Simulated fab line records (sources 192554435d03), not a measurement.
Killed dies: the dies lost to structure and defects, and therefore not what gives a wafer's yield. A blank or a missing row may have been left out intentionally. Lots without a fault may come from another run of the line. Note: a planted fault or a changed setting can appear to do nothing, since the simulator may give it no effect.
One fault through the eyes of 3 desks    flow n5_finfet    what lay behind the numbers comes last; until then each desk has only its own

FOR THE TOOL OWNER'S DESK: litho_track-01
The tool's own readings at N5_SD_EPI_N_PEB_07 (peb time 60 s): means of the sampled wafers that have a number, for each lot that ran on this tool. A lot is out of limits, marked OUT, if its mean lies more than 4 standard deviations from the usual mean; the brackets give that distance.
Columns: A = chill_plate_temp_C at N5_SD_EPI_N_PEB_07, usual 22.99 C; B = exhaust_pa at N5_SD_EPI_N_PEB_07, usual 45.1 Pa; C = heater_power_total_W at N5_SD_EPI_N_PEB_07, usual 175.5 W
lot   first seen here  A      B     C
L322  day 5 06:41      23.03  44.1  177.5
L325  day 6 09:52      22.86  46.2  175.0
L332  day 7 17:28      23.02  44.0  460.9 (+99 or more) OUT
L334  day 8 07:17      23.01  45.1  323.9 (+93) OUT
This desk's finding: out of limits on L332, L334; first on L332, day 7 17:28 (heater_power_total_W at N5_SD_EPI_N_PEB_07). L322, L325 stayed within limits.

FROM THE METROLOGY DESK
Lot by lot, what the gauges showed, no matter which tool ran the lot: averages of those sampled wafers that carry a number. A lot is out of limits, marked OUT, if its mean lies more than 4 standard deviations from the usual mean; the brackets give that distance. Readings shown: 7 out of 12 (the first out of limits, and those lying furthest out on some lot).
Columns: A = cd_nm at N5_DUMMY_GATE_CD_MEAS_24, usual 15.0 nm; B = cd_nm at N5_SD_EPI_N_CD_MEAS_09, usual 120.0 nm; C = IOFF_P at N5_BEOL_M4_RC_MEAS_101, usual 0.22 nA/um; D = ION_P at N5_BEOL_M4_RC_MEAS_101, usual 464 uA/um; E = SS_N at N5_BEOL_M4_RC_MEAS_101, usual 71.7 mV/dec; F = SS_P at N5_BEOL_M4_RC_MEAS_101, usual 73.6 mV/dec; G = VT_P at N5_BEOL_M4_RC_MEAS_101, usual -251 mV
lot   first seen here  A     B                       C     D    E     F     G
L315  day 3 13:12      15.1  119.7                   0.20  463  71.6  73.3  -252
L314  day 3 17:04      14.9  120.7                   0.24  468  72.0  73.7  -246
L316  day 3 23:06      15.1  119.4                   0.20  461  71.5  73.4  -253
L317  day 4 03:07      15.2  120.0                   0.25  469  71.2  73.6  -247
L318  day 4 04:53      14.7  119.7                   0.23  466  71.9  74.1  -249
L319  day 4 11:02      14.4  120.0                   0.20  459  72.0  73.7  -253
L320  day 4 15:51      14.8  119.2                   0.29  475  72.2  73.8  -245
L322  day 5 05:28      15.0  120.1                   0.21  467  71.1  73.3  -251
L323  day 5 10:47      14.9  120.1                   0.20  462  71.4  74.1  -254
L325  day 6 08:44      14.7  120.0                   0.22  458  72.0  74.4  -252
L326  day 6 12:02      15.0  120.3                   0.23  467  71.0  73.9  -250
L327  day 6 12:59      15.0  119.7                   0.17  456  71.5  73.0  -256
L332  day 7 16:22      15.1  29.1 (-99 or more) OUT  -     -    -     -     -
L334  day 8 06:11      15.1  74.9 (-79) OUT          0.22  461  72.0  73.4  -251
This desk's finding: out of limits on L332, L334; first on L332, day 7 17:32 (cd_nm at N5_SD_EPI_N_CD_MEAS_09). L315, L314, L316, L317, L318, L319, L320, L322, L323, L325, L326, L327 stayed within limits.

THE DEFECT DESK
Inspection counts along the route, by lot: the mean over sampled wafers that carry a number. A lot is out of limits, marked OUT, if its mean lies more than 4 standard deviations from the usual mean; the brackets give that distance.
Columns: A = raw_defect_count at N5_SD_EPI_N_INSPECT_11, usual 2.1
lot   first seen here  A
L315  day 3 14:49      1.3
L314  day 3 18:30      1.3
L316  day 4 00:20      1.0
L317  day 4 04:34      1.7
L318  day 4 06:21      4.0
L319  day 4 12:34      3.3
L320  day 4 17:12      2.0
L322  day 5 06:49      2.0
L323  day 5 12:01      1.3
L325  day 6 09:59      2.7
L326  day 6 13:29      0.7
L327  day 6 14:23      4.3
L332  day 7 17:35      2.0
L334  day 8 07:24      1.5
This desk's verdict: no lot among the 14 shows anything out of limits.

TAKEN TOGETHER
The tool owner's desk could have raised an alarm at day 7 17:28, on L332, L334.
Metrology desk: alarm possible at day 7 17:32 on L332, L334.
Nothing the defect desk looked at was out of limits.
The defect desk has L332, L334 on record, within its limits.
The lots listed all ran N5_SD_EPI_N_PEB_07 on litho_track-01.

WHAT WAS PUT IN BY THE SIMULATOR
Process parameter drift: litho_track-01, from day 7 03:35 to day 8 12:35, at N5_SD_EPI_N_PEB_07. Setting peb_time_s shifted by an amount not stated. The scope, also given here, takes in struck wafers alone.
Struck lots among those shown: L332, L334.
Fault start to first reading out of limits, in hours, per desk: tool owner, 14; metrology, 14.
